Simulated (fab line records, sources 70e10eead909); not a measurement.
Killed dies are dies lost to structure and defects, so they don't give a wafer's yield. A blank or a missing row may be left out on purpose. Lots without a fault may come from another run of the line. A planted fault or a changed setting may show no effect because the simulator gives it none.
Tool commonality check | flow nand_harc | 14 lots, 48 wafers sampled

WHY IT WAS OPENED
At NHARC_A_ONON_D1_THK_MEAS_05 the reading thk_nm is flagged on 2 of 14 lots. Wafers without a fault read 1002 nm, standard deviation 11.
Rule: a lot is flagged when every wafer of it that has a number lies more than 4 standard deviations from that mean, or none has a number. The other lots count as sound.

lot  | measured     | on            | thk_nm (nm), wafer by wafer   | flag
L224 | day 7 15:38  | film_metro-02 | 998 998 998                   |
L227 | day 8 08:18  | film_metro-01 | 993 995 993                   |
L228 | day 8 22:18  | film_metro-02 | 1014 1013 1014                |
L229 | day 8 22:20  | film_metro-01 | 1479 1480 1479 1480 1481 1481 | FLAGGED
L230 | day 8 22:20  | film_metro-02 | 996 994 995                   |
L232 | day 9 14:50  | film_metro-02 | 1496 1498 1497 1499 1498 1497 | FLAGGED
L236 | day 10 22:43 | film_metro-02 | 997 996 998                   |
L237 | day 10 22:51 | film_metro-01 | 993 990 993                   |
L243 | day 12 00:41 | film_metro-01 | 1010 1010 1009                |
L242 | day 12 00:59 | film_metro-01 | 997 998 1000                  |
L244 | day 12 12:40 | film_metro-01 | 1026 1024 1026                |
L245 | day 12 12:43 | film_metro-02 | 1012 1010 1011                |
L246 | day 12 22:01 | film_metro-01 | 1009 1010 1011                |
L247 | day 13 05:22 | film_metro-02 | 1000 1000 998                 |
The numbers of the flagged lots are 1489 nm on average: +487 nm against the usual, or +44 standard deviations.

WHICH TOOL RAN EACH LOT
The record holds 1 process step before the reading, out of a route of 1159 steps. In each cell: the tool, then ch and the chambers that the sampled wafers went through, then the start.
lot  | flag    | NHARC_A_ONON_D1_DEP_03
L224 |         | pecvd_onon-04 ch 0, day 7 15:11
L227 |         | pecvd_onon-03 ch 0, day 8 07:47
L228 |         | pecvd_onon-03 ch 0, day 8 21:47
L229 | FLAGGED | pecvd_onon-04 ch 0, day 8 21:53
L230 |         | pecvd_onon-01 ch 0, day 8 21:56
L232 | FLAGGED | pecvd_onon-04 ch 0, day 9 14:23
L236 |         | pecvd_onon-03 ch 0, day 10 22:16
L237 |         | pecvd_onon-01 ch 0, day 10 22:20
L243 |         | pecvd_onon-04 ch 0, day 12 00:10
L242 |         | pecvd_onon-03 ch 0, day 12 00:28
L244 |         | pecvd_onon-04 ch 0, day 12 12:10
L245 |         | pecvd_onon-03 ch 0, day 12 12:16
L246 |         | pecvd_onon-04 ch 0, day 12 21:34
L247 |         | pecvd_onon-04 ch 0, day 13 04:51
What these steps do:
- NHARC_A_ONON_D1_DEP_03: target thk 1000 nm.
- NHARC_A_ONON_D1_THK_MEAS_05: measures by ellipsometry.

FLAGGED OVER TOTAL, TOOL BY TOOL (the gauges that took the reading come last)
step                        | tool          | lots run | flagged | share of the flagged lots | sound lots run after its first flagged lot
NHARC_A_ONON_D1_DEP_03      | pecvd_onon-01 | 2        | 0       | none                      | -
NHARC_A_ONON_D1_DEP_03      | pecvd_onon-03 | 5        | 0       | none                      | -
NHARC_A_ONON_D1_DEP_03      | pecvd_onon-04 | 7        | 2       | all                       | 4 (L243,L244,L246,L247)
NHARC_A_ONON_D1_THK_MEAS_05 | film_metro-01 | 7        | 1       | some                      | 5 (L237,L243,L242,L244,L246)
NHARC_A_ONON_D1_THK_MEAS_05 | film_metro-02 | 7        | 1       | some                      | 3 (L236,L245,L247)

WHAT THE TABLE ALLOWS
1 row of the table ran every flagged lot: pecvd_onon-04 at NHARC_A_ONON_D1_DEP_03.
- pecvd_onon-04 at NHARC_A_ONON_D1_DEP_03: 2 of its 7 lots flagged. Sound lots ran on it after the first flagged one (L243, L244, L246, L247), which a lasting fault on the whole tool wouldn't allow.
No row of the table ran every flagged lot and no sound lot after the first.

WHAT THE SIMULATOR HAD PUT IN
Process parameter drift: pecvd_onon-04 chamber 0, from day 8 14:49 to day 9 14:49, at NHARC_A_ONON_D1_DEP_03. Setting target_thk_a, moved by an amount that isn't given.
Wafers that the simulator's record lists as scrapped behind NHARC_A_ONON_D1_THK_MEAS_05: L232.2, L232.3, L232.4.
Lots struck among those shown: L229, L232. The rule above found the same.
